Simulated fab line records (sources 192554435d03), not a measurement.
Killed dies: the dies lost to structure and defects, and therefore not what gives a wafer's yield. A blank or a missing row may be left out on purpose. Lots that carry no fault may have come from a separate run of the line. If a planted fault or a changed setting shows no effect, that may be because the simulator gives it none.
The tool behind it: which one?    flow n5_finfet    11 lots with 33 wafers sampled at 4 steps, on a route of 1938 steps

WHAT THE GAUGES SHOWED, per wafer
N5_BEOL_M7_THK_MEAS_01.
lot   measured      on             M7_ILD_THK (nm)
L149  day 9 22:47   film_metro-02  152.0 154.6 154.9
L151  day 10 11:20  film_metro-02  151.4 153.5 156.0
L152  day 11 08:41  film_metro-02  155.3 158.8 157.1
L156  day 11 10:54  film_metro-01  151.4 155.7 154.3
L153  day 11 11:39  film_metro-02  150.3 154.3 153.6
L155  day 11 16:20  film_metro-01  153.3 153.1 155.5
L161  day 13 10:16  film_metro-02  179.0 181.6 181.3
L162  day 13 14:16  film_metro-01  154.9 153.7 157.5
L165  day 14 09:14  film_metro-02  153.7 156.2 157.5
L168  day 14 17:05  film_metro-02  150.3 152.7 154.1
L172  day 16 10:17  film_metro-01  152.5 151.7 152.3

WHICH TOOL RAN EACH LOT (tool, then ch and the chambers of the sampled wafers, then the start)
lot   N5_BEOL_M6_ANNEAL_51              N5_BEOL_M6_DEP_56                N5_BEOL_M7_ILD_DEP_00
L149  rtp_anneal-02 ch 0, day 9 21:25   pecvd-04 ch 0,1, day 9 22:04     pecvd-03 ch 0,1, day 9 22:11
L151  rtp_anneal-01 ch 0, day 10 10:00  pecvd-04 ch 0,1,2, day 10 10:36  pecvd-03 ch 0,1, day 10 10:44
L152  rtp_anneal-02 ch 0, day 11 07:01  pecvd-01 ch 0,2, day 11 07:58    pecvd-01 ch 0,1, day 11 08:06
L156  rtp_anneal-02 ch 0, day 11 09:31  pecvd-04 ch 0,1,2, day 11 10:10  pecvd-03 ch 0,1, day 11 10:18
L153  rtp_anneal-02 ch 0, day 11 09:47  pecvd-01 ch 0,1, day 11 10:26    pecvd-03 ch 0, day 11 10:34
L155  rtp_anneal-01 ch 0, day 11 14:59  pecvd-03 ch 0,1, day 11 15:36    pecvd-02 ch 0,1, day 11 15:45
L161  rtp_anneal-01 ch 0, day 13 08:53  pecvd-01 ch 0,2, day 13 09:33    pecvd-02 ch 0,1,2, day 13 09:41
L162  rtp_anneal-02 ch 0, day 13 12:50  pecvd-03 ch 1,2, day 13 13:23    pecvd-01 ch 0,1,2, day 13 13:32
L165  rtp_anneal-02 ch 0, day 14 07:17  pecvd-01 ch 0,1, day 14 08:02    pecvd-01 ch 0,1, day 14 08:10
L168  rtp_anneal-02 ch 0, day 14 15:46  pecvd-04 ch 1,2, day 14 16:22    pecvd-03 ch 0,2, day 14 16:30
L172  rtp_anneal-02 ch 0, day 16 08:48  pecvd-04 ch 1,2, day 16 09:35    pecvd-03 ch 0,2, day 16 09:43
- N5_BEOL_M6_ANNEAL_51: time 90 s.
- N5_BEOL_M6_DEP_56: deposits SiCN from 3MS/NH3, target thk 10 nm, time 17.5 s.
- N5_BEOL_M7_ILD_DEP_00: deposits SiCOH lowk from DEMS/porogen, target thk 179.75 nm, time 33.4 s.

WHAT THE TOOLS THEMSELVES READ (means of the sampled wafers that have a number; where no wafer has one, the mark that the record gives instead)
N5_BEOL_M6_ANNEAL_51.
lot   tool           wafer_temp_C_max
L149  rtp_anneal-02  225.68
L151  rtp_anneal-01  225.70
L152  rtp_anneal-02  225.93
L156  rtp_anneal-02  225.70
L153  rtp_anneal-02  225.85
L155  rtp_anneal-01  225.62
L161  rtp_anneal-01  225.78
L162  rtp_anneal-02  225.90
L165  rtp_anneal-02  225.63
L168  rtp_anneal-02  225.91
L172  rtp_anneal-02  225.85

N5_BEOL_M6_DEP_56.
lot   tool      showerhead_plenum_p_Torr (Torr)  showerhead_vpp_V (V)  throttle_valve_pct (%)
L149  pecvd-04  3.662                            894                   9.0
L151  pecvd-04  3.666                            868                   9.1
L152  pecvd-01  3.678                            892                   8.8
L156  pecvd-04  3.660                            861                   9.1
L153  pecvd-01  3.655                            864                   9.7
L155  pecvd-03  3.656                            866                   9.1
L161  pecvd-01  3.663                            889                   9.1
L162  pecvd-03  3.647                            838                   8.8
L165  pecvd-01  3.662                            868                   9.4
L168  pecvd-04  3.660                            863                   9.0
L172  pecvd-04  3.666                            868                   9.1

N5_BEOL_M7_ILD_DEP_00.
lot   tool      heater_power_outer_w (W)  heater_power_w (W)  showerhead_plenum_p_Torr (Torr)  showerhead_vpp_V (V)  throttle_valve_pct (%)
L149  pecvd-03  102                       284                 5.743                            1373                  14.1
L151  pecvd-03  102                       272                 5.732                            1371                  13.7
L152  pecvd-01  121                       279                 5.735                            1371                  14.7
L156  pecvd-03  107                       283                 5.731                            1370                  14.0
L153  pecvd-03  114                       307                 5.740                            1392                  14.2
L155  pecvd-02  152                       296                 5.739                            1368                  13.5
L161  pecvd-02  153                       303                 5.739                            1375                  13.6
L162  pecvd-01  126                       291                 5.733                            1383                  14.4
L165  pecvd-01  104                       273                 5.726                            1347                  15.3
L168  pecvd-03  84                        271                 5.713                            1332                  13.9
L172  pecvd-03  99                        280                 5.732                            1370                  14.3

THE ANSWER, worked out from the rows above alone
Rule: the lots themselves supply what counts as usual. Put in order of their means at a reading, lots are off if they are a third of the lots or fewer, leave a main group of 4 or more, and stand apart from it by a gap of 3 or more times the standard deviation of the main group's means; of several such gaps the widest counts. The tables above print the reading to a certain number of digits; a main group whose means all agree to those digits is not used. Also off: a lot with no number at a reading for which 4 or more lots have one. All remaining lots with rows at the step are treated as sound. After the gauges, taken in route order, come the tools' own readings; for these a lot's mean is taken, as printed above. At the first step where some lot is off, the reading lying furthest off is the one used; lots without a number count as furthest.
Off: L161, seen at N5_BEOL_M7_THK_MEAS_01 (M7_ILD_THK). Main group: mean 154.1 nm, sd 1.5.
A tool fits if, at a process step before that reading, it ran every lot that is off, and no sound lot after the first of them. Those tools and the gauges at N5_BEOL_M7_THK_MEAS_01 are tried in the same way. This does not decide it: 2 tools fit, namely rtp_anneal-01 at N5_BEOL_M6_ANNEAL_51 and pecvd-02 at N5_BEOL_M7_ILD_DEP_00.

WHAT THE SIMULATOR PUT IN
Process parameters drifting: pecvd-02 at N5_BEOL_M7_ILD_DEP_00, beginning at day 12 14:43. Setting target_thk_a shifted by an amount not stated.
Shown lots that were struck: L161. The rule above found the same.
